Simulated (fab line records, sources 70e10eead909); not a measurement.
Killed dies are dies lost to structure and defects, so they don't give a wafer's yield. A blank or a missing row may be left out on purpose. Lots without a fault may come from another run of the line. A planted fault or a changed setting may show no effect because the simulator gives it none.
Which tool did it? | flow nand_harc | 13 lots, 39 wafers sampled, at 4 steps of a route of 1159

WHAT THE GAUGES READ, wafer by wafer
NHARC_END_SORT_01.
lot  | measured     | on        | defect_limited_yield (%) | killed_at_array | killed_at_other | killed_at_periphery | killed_dies | killed_open | killed_short | sort_bin_2_pct (%) | sort_bin_3_pct (%) | sort_bin_4_pct (%) | sort_n_pass | sort_rim_yield_pct (%) | sort_yield_pct (%)
L779 | day 21 23:13 | prober-02 | 80.8 81.1 86.4           | 17 21 14        | 2 0 3           | 111 107 75          | 130 128 92  | 3 6 3       | 4 4 1        | 8.3 7.4 5.2        | 4.58 4.43 3.55     | 6.4 7.1 4.9        | 547 549 585 | 98.1 95.3 83.0         | 80.8 81.1 86.4
L783 | day 21 23:14 | prober-01 | 83.2 80.5 81.5           | 35 24 21        | 0 1 0           | 79 107 104          | 114 132 125 | 4 0 2       | 3 3 0        | 6.9 8.6 8.4        | 3.40 4.14 4.73     | 6.5 6.8 5.3        | 563 545 552 | 83.0 92.5 87.7         | 83.2 80.5 81.5

WHICH TOOL RAN EACH LOT (tool, then ch and the chambers of the sampled wafers, then the start)
lot  | NHARC_P_M0_PVD_21            | NHARC_A_M1_PRE_CLEAN_30                 | NHARC_A_BONDPAD_DESCUM_11
L773 | pvd_sputter-02, day 5 15:52  | pvd_sputter-03, day 18 14:40 or earlier | rie_diel-12 ch 1,3, day 18 14:40
L776 | pvd_sputter-01, day 6 16:06  | pvd_sputter-02, day 19 21:59 or earlier | rie_diel-03 ch 0,1,3, day 19 21:59
L775 | pvd_sputter-01, day 6 16:45  | pvd_sputter-03, day 18 23:59 or earlier | rie_diel-03 ch 2,3, day 18 23:59
L777 | pvd_sputter-02, day 6 19:48  | pvd_sputter-03, day 19 06:10 or earlier | rie_diel-03 ch 0,1, day 19 06:10
L774 | pvd_sputter-01, day 6 20:03  | pvd_sputter-03, day 19 09:31 or earlier | rie_diel-03 ch 1,3, day 19 09:31
L779 | pvd_sputter-01, day 7 13:35  | pvd_sputter-01, day 20 09:05 or earlier | rie_diel-03 ch 1,2,3, day 20 09:05
L783 | pvd_sputter-01, day 9 01:38  | pvd_sputter-02, day 20 13:41 or earlier | rie_diel-12 ch 0,1,2, day 20 13:41
L787 | pvd_sputter-02, day 9 15:38  | pvd_sputter-03, day 22 10:47 or earlier | rie_diel-03 ch 2,3, day 22 10:47
L789 | pvd_sputter-03, day 9 20:55  | pvd_sputter-02, day 22 14:25 or earlier | rie_diel-03 ch 1,2,3, day 22 14:25
L792 | pvd_sputter-02, day 10 09:58 | pvd_sputter-01, day 22 09:56 or earlier | rie_diel-03 ch 2,3, day 22 09:56
L795 | pvd_sputter-03, day 11 03:23 | pvd_sputter-02, day 22 22:16 or earlier | rie_diel-03 ch 1,3, day 22 22:16
L794 | pvd_sputter-03, day 11 03:56 | pvd_sputter-02, day 23 04:51 or earlier | rie_diel-03 ch 0,2,3, day 23 04:51
L796 | pvd_sputter-03, day 12 02:59 | pvd_sputter-01, day 23 20:20 or earlier | rie_diel-03 ch 0,1,2, day 23 20:20
- NHARC_P_M0_PVD_21: deposits Cu, target thk 30 nm, time 20.49 s.
- NHARC_A_M1_PRE_CLEAN_30: time 30 s.
- NHARC_A_BONDPAD_DESCUM_11: chemistry O2, time 3 s.

WHAT THE TOOLS THEMSELVES READ (means of the sampled wafers that have a number; where no wafer has one, the mark that the record gives instead)
NHARC_P_M0_PVD_21.
lot  | tool           | throttle_valve_pct (%)
L773 | pvd_sputter-02 | 29.7
L776 | pvd_sputter-01 | 28.3
L775 | pvd_sputter-01 | 28.4
L777 | pvd_sputter-02 | 29.0
L774 | pvd_sputter-01 | 29.2
L779 | pvd_sputter-01 | 29.0
L783 | pvd_sputter-01 | 30.1
L787 | pvd_sputter-02 | 28.8
L789 | pvd_sputter-03 | 30.0
L792 | pvd_sputter-02 | 29.8
L795 | pvd_sputter-03 | 31.5
L794 | pvd_sputter-03 | 30.1
L796 | pvd_sputter-03 | 30.7

NHARC_A_M1_PRE_CLEAN_30.
lot  | tool           | heater_power_w (W)
L773 | pvd_sputter-03 | 453
L776 | pvd_sputter-02 | 481
L775 | pvd_sputter-03 | 409
L777 | pvd_sputter-03 | 427
L774 | pvd_sputter-03 | 427
L779 | pvd_sputter-01 | 407
L783 | pvd_sputter-02 | 456
L787 | pvd_sputter-03 | 427
L789 | pvd_sputter-02 | 391
L792 | pvd_sputter-01 | 415
L795 | pvd_sputter-02 | 476
L794 | pvd_sputter-02 | 392
L796 | pvd_sputter-01 | 397

NHARC_A_BONDPAD_DESCUM_11.
lot  | tool        | drypump_motor_current_A (A) | oes_product_au (a.u.) | rf_vpp_V (V) | showerhead_plenum_p_Torr (Torr) | throttle_valve_pct (%)
L773 | rie_diel-12 | 5.90                        | 0.999                 | 57.2         | 1.99                            | 11.315
L776 | rie_diel-03 | 5.54                        | 0.998                 | 58.0         | 1.93                            | 11.310
L775 | rie_diel-03 | 5.69                        | 1.006                 | 58.1         | 2.02                            | 11.316
L777 | rie_diel-03 | 5.49                        | 0.993                 | 58.5         | 1.90                            | 11.320
L774 | rie_diel-03 | 5.40                        | 0.993                 | 57.4         | 1.89                            | 11.312
L779 | rie_diel-03 | 5.53                        | 0.998                 | 57.7         | 1.96                            | 11.308
L783 | rie_diel-12 | 5.96                        | 1.009                 | 58.0         | 1.97                            | 11.309
L787 | rie_diel-03 | 5.70                        | 1.003                 | 57.6         | 2.03                            | 11.312
L789 | rie_diel-03 | 5.54                        | 1.003                 | 58.6         | 1.96                            | 11.310
L792 | rie_diel-03 | 5.71                        | 1.004                 | 58.6         | 2.03                            | 11.312
L795 | rie_diel-03 | 5.40                        | 0.998                 | 57.8         | 1.89                            | 11.310
L794 | rie_diel-03 | 5.66                        | 1.004                 | 58.4         | 2.00                            | 11.312
L796 | rie_diel-03 | 5.50                        | 0.999                 | 58.0         | 1.93                            | 11.316

THE ANSWER, worked out from the rows above alone
Rule: what is usual is taken from the lots themselves. Put in order of their means at a reading, lots are off if they are a third of the lots or fewer, leave a main group of 4 or more, and stand apart from it by a gap of 3 or more times the standard deviation of the main group's means; of several such gaps the widest counts. A main group whose means are all the same, to the digits that the tables above print for the reading, isn't used. A lot without any number at a reading at which 4 lots or more have one is off too. The other lots that the step has rows for count as sound. The gauges are gone through in route order, then the tools' own readings, and for those a lot's mean is taken as printed above. The first step at which some lot is off is used, and at that step the reading that is off furthest; a lot without a number counts as furthest.
No lot is off at any reading shown: from this, nothing can be told.

WHAT THE SIMULATOR HAD PUT IN
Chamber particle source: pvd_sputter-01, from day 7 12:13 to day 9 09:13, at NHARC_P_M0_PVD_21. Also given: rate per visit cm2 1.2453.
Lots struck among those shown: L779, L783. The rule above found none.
